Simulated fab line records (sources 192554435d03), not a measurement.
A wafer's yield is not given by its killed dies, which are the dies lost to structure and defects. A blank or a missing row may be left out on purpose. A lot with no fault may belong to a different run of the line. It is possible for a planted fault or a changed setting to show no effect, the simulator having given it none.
Which tool is to blame? ; flow n5-finfet ; 9 lots with 27 wafers sampled at 3 steps, on a route of 1938 steps

WHAT THE GAUGES SHOWED, per wafer
N5_BEOL_M4_RC_MEAS_101. Usual: DIBL_N 36.3 mV/V, standard deviation 2.2; DIBL_P 36.0 mV/V, standard deviation 2.4; IOFF_N 0.16 nA/um, standard deviation 0.042; IOFF_P 0.22 nA/um, standard deviation 0.041; ION_N 672 uA/um, standard deviation 14; ION_P 462 uA/um, standard deviation 7.9; SS_N 71.7 mV/dec, standard deviation 0.76; SS_P 73.3 mV/dec, standard deviation 0.72; VT_N 250 mV, standard deviation 3.6; VT_P -249 mV, standard deviation 3.
lot;measured;on;DIBL_N (mV/V);DIBL_P (mV/V);IOFF_N (nA/um);IOFF_P (nA/um);ION_N (uA/um);ION_P (uA/um);SS_N (mV/dec);SS_P (mV/dec);VT_N (mV);VT_P (mV);flag
L190;day 8 23:58;prober-02;37.0 38.0 37.0;38.2 38.6 37.7;0.18 0.19 0.17;0.25 0.25 0.24;675 666 676;465 454 470;72.0 72.3 72.0;74.1 73.6 73.1;248 246 247;-249 -251 -249;
L196;day 10 06:27;prober-02;37.8 39.1 39.7;35.5 38.1 37.4;0.18 0.20 0.20;0.22 0.26 0.23;675 678 680;464 465 461;72.2 72.0 72.5;73.7 73.9 73.3;250 246 249;-248 -249 -248;
L201;day 11 09:41;prober-02;34.4 34.4 33.5;35.2 34.6 34.2;0.16 0.16 0.14;0.24 0.23 0.22;671 689 668;466 475 464;72.1 71.0 70.8;73.3 73.2 72.4;250 247 252;-245 -244 -246;
L199;day 11 12:07;prober-02;36.8 35.6 35.8;36.9 35.2 34.2;0.16 0.14 0.12;0.25 0.22 0.20;674 661 643;469 463 445;72.6 71.7 72.1;73.8 73.7 73.2;249 252 255;-247 -248 -250;
L200;day 12 01:55;prober-02;35.7 35.9 31.8;37.7 38.6 33.2;0.15 0.17 0.11;0.22 0.25 0.17;674 675 653;459 465 458;71.7 71.6 71.1;74.1 74.2 72.6;252 249 253;-250 -247 -253;
L203;day 12 05:41;prober-01;35.7 31.3 37.2;35.3 30.2 37.2;0.14 0.09 0.17;0.18 0.13 0.20;650 645 662;445 453 460;71.6 70.0 72.2;72.7 71.8 73.2;253 256 250;-252 -254 -251;
L202;day 12 21:29;prober-01;38.7 36.1 37.1;37.8 35.1 34.7;0.20 0.13 0.14;0.27 0.21 0.22;682 671 649;466 471 452;72.4 70.9 72.4;74.4 72.9 73.1;246 253 254;-247 -249 -250;
L208;day 14 04:40;prober-01;39.2 38.6 38.5;37.0 38.2 37.3;0.23 0.20 0.20;0.21 0.22 0.21;668 685 688;447 460 454;74.3 72.2 72.5;73.7 73.6 73.6;251 249 250;-253 -251 -250;
L209;day 14 21:55;prober-02;36.6 34.5 33.8;36.4 35.3 34.7;0.15 0.13 0.11;0.18 0.18 0.16;655 664 657;445 459 453;72.2 70.8 70.8;73.0 72.3 72.7;253 251 255;-253 -255 -252;

N5_BEOL_M15_INSPECT_30: inspects for defects (macro). Usual: 2.1 for raw-defect-count, sd 1.3.
lot;measured;on;raw-defect-count;flag
L190;day 12 06:10;defect-inspect-02;2 1 2;
L196;day 13 14:51;defect-inspect-02;1 3 4;
L201;day 15 03:59;defect-inspect-02;1 2 1;
L199;day 14 21:41;defect-inspect-01;0 5 1;
L200;day 15 07:40;defect-inspect-02;0 2 5;
L203;day 15 13:56;defect-inspect-01;2 1 0;
L202;day 16 10:17;defect-inspect-02;2 2 0;
L208;day 18 07:35;defect-inspect-02;2 2 2;
L209;day 19 10:15;defect-inspect-01;1 2 1;

EACH LOT AND THE TOOL THAT RAN IT (in order: tool; ch and the chambers of the sampled wafers; start)
lot;N5_BEOL_M15_ETCH_57
L190;rie-diel-06 ch 0,2,3, day 12 05:13
L196;rie-diel-04 ch 0,1, day 13 14:01
L201;rie-diel-06 ch 1,2,3, day 15 03:10
L199;rie-diel-06 ch 0,3, day 14 20:51
L200;rie-diel-06 ch 0,1,3, day 15 06:43
L203;rie-diel-04 ch 0,1,2, day 15 13:06
L202;rie-diel-02 ch 1,2, day 16 09:20
L208;rie-diel-02 ch 0,2,3, day 18 06:37
L209;rie-diel-06 ch 1,2, day 19 09:26
- N5_BEOL_M15_ETCH_57: etches SOC in N2/H2, time 750 s.

WHAT THE TOOLS THEMSELVES READ (means of the sampled wafers that have a number; where no wafer has one, the mark that the record gives instead)
N5_BEOL_M15_ETCH_57. Usual: bias-w 350.2 W, standard deviation 0.99; chamber-pressure-mTorr 30.001 mTorr, standard deviation 0.024; drypump-motor-current-A 5.6 A, standard deviation 0.51; h2-flow-sccm 200.0 sccm, standard deviation 0.6; oes-product-au 0.79 a.u., standard deviation 0.08; rf-fwd-power-W 2997 W, standard deviation 9.3; rf-vpp-V 523.8 V, standard deviation 1.7; showerhead-plenum-p-Torr 2.55 Torr, standard deviation 0.059; throttle-valve-pct 17.83 %, standard deviation 0.23.
lot;tool;bias-w (W);chamber-pressure-mTorr (mTorr);drypump-motor-current-A (A);h2-flow-sccm (sccm);oes-product-au (a.u.);rf-fwd-power-W (W);rf-vpp-V (V);showerhead-plenum-p-Torr (Torr);throttle-valve-pct (%);flag
L190;rie-diel-06;348.6;30.012;5.7;199.5;0.85;2994;522.7;2.51;17.71;
L196;rie-diel-04;350.6;30.012;5.4;200.2;0.75;3003;525.5;2.57;17.75;
L201;rie-diel-06;350.6;29.984;5.9;200.0;0.76;3001;523.9;2.54;18.01;
L199;rie-diel-06;350.7;30.011;5.8;200.6;0.87;2995;522.4;2.50;17.61;
L200;rie-diel-06;349.9;30.015;5.6;200.3;0.81;2997;523.7;2.54;17.70;
L203;rie-diel-04;350.6;29.967;5.4;199.9;0.76;2996;523.6;2.53;17.83;
L202;rie-diel-02;350.4;30.005;6.2;200.4;0.82;2995;524.3;2.56;17.79;
L208;rie-diel-02;350.8;30.002;5.5;200.4;0.82;2991;523.8;2.57;17.80;
L209;rie-diel-06;350.1;30.006;5.6;199.7;0.69;2996;524.6;2.57;18.14;

THE ANSWER, worked out from the rows above alone
Rule: a lot is off if the mean of its wafers that have a number lies more than 3 standard deviations from the usual mean. Also off: a lot with no number at a reading for which 4 or more lots have one. All remaining lots with rows at the step are treated as sound. After the gauges, taken in route order, come the tools' own readings; for these a lot's mean is taken, as printed above. At the first step where some lot is off, the reading lying furthest off is the one used; lots without a number count as furthest.
Nothing can be told from this: no lot is off at any reading shown.

WHAT THE SIMULATOR HAD PUT IN
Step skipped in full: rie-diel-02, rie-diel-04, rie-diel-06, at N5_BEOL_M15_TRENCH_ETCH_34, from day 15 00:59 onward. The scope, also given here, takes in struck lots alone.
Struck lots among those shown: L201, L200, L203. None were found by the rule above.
